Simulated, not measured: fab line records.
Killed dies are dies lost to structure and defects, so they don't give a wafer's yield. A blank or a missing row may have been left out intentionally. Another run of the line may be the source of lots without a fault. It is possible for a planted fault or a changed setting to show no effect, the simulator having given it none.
fab line records | flow n5Finfet | part 2 of 2: steps 16 to 27 of 27
record: lots: 5 | wafers: 15 | lastDay: 17
route steps=1938 shown BEOL_M1@790
lots with no fault: from the same line, run without faults
startH: start of the lot's first displayed wafer, in hours after the record's first day | waitH: how many hours have passed since the lot's step before this one | " unchanged from the row above | L1.1+2: a single row standing in for several wafers | - no value, or no start given | * or withheld: withheld | < > ~ a bound
route shown NAME@n: names a module that has steps shown in the file, with the first one's number in the route | usual: mean/standard deviation taken from wafers without a fault | same: alike in all rows | chamber/n: place in a boat | sites: readings site by site | _std_site: how widely they spread, as a standard deviation | _edge_site: outer sites' mean less inner sites' | radiusMm: how far each site lies from the wafer's centre | mask NAME#n: copy n | behind: the tool/chamber that last shaped the wafer | hold: cause of the lot's hold/its duration in hours/its outcome | device: transistor that didn't switch, given as n, p or np | end of line: the route-end tests of the same wafers | a step with no rows: only its recipe | killed: at the first sort, the dies lost to defects and structure; wafer yield is something else | map: shows each die of a wafer: x if killed, . if not, _ if none is there
set.NAME: setting as actually run; set.NAME@STEP: the setting as run at that earlier step | model.NAME: the simulator's own value behind a step, which no gauge read
lots seen at some steps along the route; tables by step, rows by wafer
services: when a tool's chamber went out of use (startH, in hours from the record's first day, below 0 if earlier), for how many hours, and the reason
== steps ==
step: N5_BEOL_M1_SRD_40
recipe: timeS: 30 | tempC: 23 | rinseLiquid: diw | dry: ipaMarangoni
lot.wafer  | tool        | chamber | startH | waitH
L074.1+5+6 | wetBench-03 | 6,0,7   | 149.71 | 0.0
L077.1+2+6 | wetBench-03 | 7,3,1   | 152.73 | 0.0
L075.2+3+6 | wetBench-02 | 7,2,0   | 152.78 | 0.0
L088.1+2+4 | wetBench-03 | 2,4,7   | 236.50 | 0.0
L091.1+2+6 | wetBench-03 | 2,4,7   | 248.59 | 0.0
step: N5_BEOL_M1_PRECLEAN_42
recipe: chemistry: residueRemover | timeS: 60 | tempC: 40
lot.wafer  | tool        | chamber | startH | waitH
L074.1+5+6 | wetBench-03 | 6,0,7   | 149.72 | 0.0
L077.1+2+6 | wetBench-03 | 7,3,1   | 152.75 | 0.0
L075.2+3+6 | wetBench-02 | 7,2,0   | 152.79 | 0.0
L088.1+2+4 | wetBench-03 | 2,4,7   | 236.52 | 0.0
L091.1+2+6 | wetBench-03 | 2,4,7   | 248.61 | 0.0
step: N5_BEOL_M1_SRD_43
recipe: timeS: 30 | tempC: 23 | rinseLiquid: diw | dry: ipaMarangoni
lot.wafer  | tool        | chamber | startH | waitH
L074.1+5+6 | wetBench-03 | 6,0,7   | 149.74 | 0.0
L077.1+2+6 | wetBench-03 | 7,3,1   | 152.77 | 0.0
L075.2+3+6 | wetBench-02 | 7,2,0   | 152.81 | 0.0
L088.1+2+4 | wetBench-03 | 2,4,7   | 236.53 | 0.0
L091.1+2+6 | wetBench-03 | 2,4,7   | 248.62 | 0.0
step: N5_BEOL_M1_CD_MEAS_35
recipe: targetCdNm: 18 | targetCdYNm: 21 | polarity: opening
usual: cdNm: 18.0/0.34
lot.wafer | tool     | chamber | startH | waitH | cdNm
L074.1    | cdSem-01 | -       | 149.78 | 0.0   | 18.4
L074.5    | "        | -       | "      | "     | 18.7
L074.6    | "        | -       | "      | "     | 17.6
L077.1    | cdSem-03 | -       | 152.81 | 0.0   | 18.0
L077.2    | "        | -       | "      | "     | 17.9
L077.6    | "        | -       | "      | "     | 18.3
L075.2    | cdSem-03 | -       | 152.86 | 0.0   | 18.1
L075.3    | "        | -       | "      | "     | 18.1
L075.6    | "        | -       | "      | "     | 18.1
L088.1    | cdSem-01 | -       | 236.57 | 0.0   | 17.7
L088.2    | "        | -       | "      | "     | 17.6
L088.4    | "        | -       | "      | "     | 17.9
L091.1    | cdSem-01 | -       | 248.66 | 0.0   | 18.1
L091.2    | "        | -       | "      | "     | 18.4
L091.6    | "        | -       | "      | "     | 18.3
step: N5_BEOL_M1_DEGAS_44
recipe: ambient: vacuum | tempC: 250 | timeS: 60
usual: heaterPowerW: 340/47
lot.wafer | tool          | chamber | startH | waitH | heaterPowerW
L074.1    | pvdSputter-01 | -       | 150.27 | 0.5   | 321
L074.5    | "             | -       | "      | "     | 318
L074.6    | "             | -       | "      | "     | 321
L077.1    | pvdSputter-03 | -       | 153.33 | 0.5   | 343
L077.2    | "             | -       | "      | "     | 286
L077.6    | "             | -       | "      | "     | 317
L075.2    | pvdSputter-02 | -       | 153.34 | 0.5   | 316
L075.3    | "             | -       | "      | "     | 355
L075.6    | "             | -       | "      | "     | 299
L088.1    | pvdSputter-01 | -       | 236.72 | 0.2   | 317
L088.2    | "             | -       | "      | "     | 359
L088.4    | "             | -       | "      | "     | 322
L091.1    | pvdSputter-01 | -       | 248.80 | 0.1   | 320
L091.2    | "             | -       | "      | "     | 345
L091.6    | "             | -       | "      | "     | 325
step: N5_BEOL_M1_PRE_CLEAN_45
recipe: gas: H2/He | timeS: 30 | tempC: 250
usual: heaterPowerW: 339/47
lot.wafer | tool          | chamber | startH | waitH | heaterPowerW
L074.1    | pvdSputter-01 | -       | 150.31 | 0.0   | 314
L074.5    | "             | -       | "      | "     | 314
L074.6    | "             | -       | "      | "     | 324
L077.1    | pvdSputter-03 | -       | 153.37 | 0.0   | 343
L077.2    | "             | -       | "      | "     | 282
L077.6    | "             | -       | "      | "     | 316
L075.2    | pvdSputter-02 | -       | 153.38 | 0.0   | 313
L075.3    | "             | -       | "      | "     | 353
L075.6    | "             | -       | "      | "     | 306
L088.1    | pvdSputter-01 | -       | 236.76 | 0.0   | 323
L088.2    | "             | -       | "      | "     | 343
L088.4    | "             | -       | "      | "     | 327
L091.1    | pvdSputter-01 | -       | 248.84 | 0.0   | 315
L091.2    | "             | -       | "      | "     | 356
L091.6    | "             | -       | "      | "     | 313
step: N5_BEOL_M1_ALD_84
recipe: material: TaN | targetThkA: * | tempC: 275 | aldPrecursorFamily: PDMAT | aldCoReactant: NH3 | pressureTorr: 3 | carrierFlowSccm: 1500 | pulseTimeS: 2 | purgeTimeS: 3 | coReactantPurgeTimeS: 2 | coReactantPulseTimeS: 3 | aldCycles: 30 | precursorVesselTempC: 75 | precursorVesselPressureTorr: 26.25 | precursorVesselCarrierSccm: 1000
usual: heaterPowerW: 417/53
same: pulseTimeS: 2
lot.wafer | tool        | chamber | startH | waitH | heaterPowerW | sinceWetCleanH
L074.1    | aldMetal-02 | 3       | 150.48 | 0.2   | 435          | 4429
L074.5    | "           | 0       | "      | "     | 509          | -
L074.6    | "           | 1       | "      | "     | 388          | -
L075.2    | aldMetal-03 | 2       | 153.48 | 0.1   | 329          | 1355
L075.3    | "           | 0       | "      | "     | 400          | 1355
L075.6    | "           | 1       | "      | "     | 467          | -
L077.1    | aldMetal-02 | 1       | 153.48 | 0.1   | 383          | 4432
L077.2    | "           | 0       | "      | "     | 494          | 4432
L077.6    | "           | 2       | "      | "     | 404          | -
L088.1    | aldMetal-03 | 3       | 236.84 | 0.1   | 470          | 1438
L088.2    | "           | 2       | "      | "     | 325          | 1438
L088.4    | "           | 0       | "      | "     | 416          | 1438
L091.1    | aldMetal-03 | 3       | 248.94 | 0.1   | 446          | 1450
L091.2    | "           | 1       | "      | "     | 466          | 1450
L091.6    | "           | 2       | "      | "     | 318          | -
step: N5_BEOL_M1_SURFACE_TREAT_85
recipe: gas: Ar | timeS: * | ionEnergyEv: * | ionCurrentMaCm2: 0.5 | pressureMtorr: * | arFlowSccm: 30
usual: throttleValvePct: *
lot.wafer | tool          | chamber | startH | waitH | throttleValvePct
L074.1    | pvdSputter-03 | -       | 150.73 | 0.1   | *
L074.5    | "             | -       | "      | "     | *
L074.6    | "             | -       | "      | "     | *
L075.2    | pvdSputter-02 | -       | 153.70 | 0.1   | *
L075.3    | "             | -       | "      | "     | *
L075.6    | "             | -       | "      | "     | *
L077.1    | pvdSputter-02 | -       | 153.74 | 0.2   | *
L077.2    | "             | -       | "      | "     | *
L077.6    | "             | -       | "      | "     | *
L088.1    | pvdSputter-01 | -       | 237.10 | 0.2   | *
L088.2    | "             | -       | "      | "     | *
L088.4    | "             | -       | "      | "     | *
L091.1    | pvdSputter-01 | -       | 249.16 | 0.1   | *
L091.2    | "             | -       | "      | "     | *
L091.6    | "             | -       | "      | "     | *
step: N5_BEOL_M1_CVD_47
recipe: material: Co | targetThkA: 30 | tempC: withheld | precursor: CCTBA/H2 | pressureTorr: 30 | timeS: 223.8
lot.wafer | tool     | chamber | startH | waitH | sinceWetCleanH
L074.1    | cvdCo-02 | 0       | 150.84 | 0.1   | 911
L074.5    | "        | 0       | "      | "     | -
L074.6    | "        | 1       | "      | "     | -
L075.2    | cvdCo-02 | 2       | 153.77 | 0.0   | 454
L075.3    | "        | 1       | "      | "     | 17
L075.6    | "        | 2       | "      | "     | -
L077.1    | cvdCo-01 | 1       | 153.85 | 0.1   | 1133
L077.2    | "        | 0       | "      | "     | 695
L077.6    | "        | 2       | "      | "     | -
L088.1    | cvdCo-01 | 1       | 237.21 | 0.1   | 1216
L088.2    | "        | 2       | "      | "     | 319
L088.4    | "        | 0       | "      | "     | -
L091.1    | cvdCo-01 | 2       | 249.29 | 0.1   | 331
L091.2    | "        | 1       | "      | "     | 1228
L091.6    | "        | 1       | "      | "     | -
step: N5_BEOL_M1_SPUTTER_48
recipe: material: Cu | targetThkA: 45 | tempC: -20 | chamberPressurePa: 0.07 | powerW: withheld | timeS: 8.29
usual: throttleValvePct: 29.7/0.93
lot.wafer | tool          | chamber | startH | waitH | throttleValvePct
L074.1    | pvdSputter-03 | -       | 151.07 | 0.2   | 30.0
L074.5    | "             | -       | "      | "     | 29.9
L074.6    | "             | -       | "      | "     | 29.2
L075.2    | pvdSputter-02 | -       | 153.93 | 0.1   | 29.8
L075.3    | "             | -       | "      | "     | 29.8
L075.6    | "             | -       | "      | "     | 29.5
L077.1    | pvdSputter-01 | -       | 154.45 | 0.5   | 31.5
L077.2    | "             | -       | "      | "     | 28.9
L077.6    | "             | -       | "      | "     | 30.1
L088.1    | pvdSputter-01 | -       | 237.52 | 0.2   | 30.0
L088.2    | "             | -       | "      | "     | 31.6
L088.4    | "             | -       | "      | "     | 28.4
L091.1    | pvdSputter-01 | -       | 249.48 | 0.1   | 28.8
L091.2    | "             | -       | "      | "     | 28.6
L091.6    | "             | -       | "      | "     | 31.5
step: N5_BEOL_M1_ANNEAL_49
recipe: tempC: 400 | timeS: 240 | ambient: vacuum
usual: heaterPowerW: 848/120
lot.wafer | tool          | chamber | startH | waitH | heaterPowerW
L074.1    | pvdSputter-03 | -       | 151.15 | 0.0   | 850
L074.5    | "             | -       | "      | "     | 679
L074.6    | "             | -       | "      | "     | 1060
L075.2    | pvdSputter-02 | -       | 154.01 | 0.0   | 1103
L075.3    | "             | -       | "      | "     | 889
L075.6    | "             | -       | "      | "     | 887
L077.1    | pvdSputter-01 | -       | 154.53 | 0.0   | 888
L077.2    | "             | -       | "      | "     | 737
L077.6    | "             | -       | "      | "     | 789
L088.1    | pvdSputter-01 | -       | 237.60 | 0.0   | 769
L088.2    | "             | -       | "      | "     | 856
L088.4    | "             | -       | "      | "     | 721
L091.1    | pvdSputter-01 | -       | 249.56 | 0.0   | 704
L091.2    | "             | -       | "      | "     | 802
L091.6    | "             | -       | "      | "     | 871
step: N5_BEOL_M1_SPUTTER_79
recipe: material: Cu | targetThkA: 45 | tempC: -20 | chamberPressurePa: 0.07 | powerW: withheld | timeS: 8.29
usual: throttleValvePct: 29.8/0.94
lot.wafer | tool          | chamber | startH | waitH | throttleValvePct
L074.1    | pvdSputter-03 | -       | 151.29 | 0.1   | 29.9
L074.5    | "             | -       | "      | "     | 30.3
L074.6    | "             | -       | "      | "     | 29.2
L075.2    | pvdSputter-02 | -       | 154.15 | 0.1   | 29.7
L075.3    | "             | -       | "      | "     | 29.4
L075.6    | "             | -       | "      | "     | 29.4
L077.1    | pvdSputter-01 | -       | 154.67 | 0.1   | 31.8
L077.2    | "             | -       | "      | "     | 28.7
L077.6    | "             | -       | "      | "     | 30.2
L088.1    | pvdSputter-01 | -       | 237.74 | 0.1   | 29.9
L088.2    | "             | -       | "      | "     | 31.7
L088.4    | "             | -       | "      | "     | 28.5
L091.1    | pvdSputter-01 | -       | 249.70 | 0.1   | 28.8
L091.2    | "             | -       | "      | "     | 28.3
L091.6    | "             | -       | "      | "     | 31.5
== services ==
tool          | chamber | startH | hours | kind
rieDiel-04    | 2       | 105.37 | 13.3  | repair
aldSin-03     | 3       | 111.15 | 14.7  | repair
cvdCo-02      | 1       | 114.67 | -     | clean
rieDiel-01    | 0       | 117.38 | 36.7  | repair
aldMetal-02   | 0       | 120.58 | 4.2   | repair
cvdCo-01      | 0       | 129.23 | 3.9   | repair
pvdSputter-02 | -       | 134.10 | 2.2   | repair
pvdSputter-01 | -       | 135.91 | 8.5   | repair
pvdSputter-03 | -       | 147.37 | 0.7   | repair
rieDiel-01    | 3       | 160.50 | 4.9   | repair
cvdCo-02      | -       | 161.23 | 4.8   | repair
aldSin-02     | -       | 176.76 | 14.0  | pm
aldSin-03     | 2       | 191.18 | 3.0   | repair
rieDiel-01    | 0       | 198.60 | -     | clean
rieDiel-01    | 0       | 198.60 | -     | consumableReplace:focusRing
rieDiel-01    | 0       | 198.60 | 23.9  | scheduledDown
rieDiel-01    | 0       | 198.60 | 23.9  | ventCycle
cvdCo-02      | -       | 209.89 | 6.7   | repair
aldMetal-02   | 3       | 215.35 | 28.4  | repair
cvdCo-02      | -       | 216.64 | 2.8   | pm
rieDiel-04    | 2       | 222.58 | 4.9   | repair
rieDiel-05    | -       | 223.92 | 0.2   | repair
rieDiel-01    | -       | 240.37 | 5.9   | repair
aldSin-04     | 2       | 248.89 | 8.2   | repair
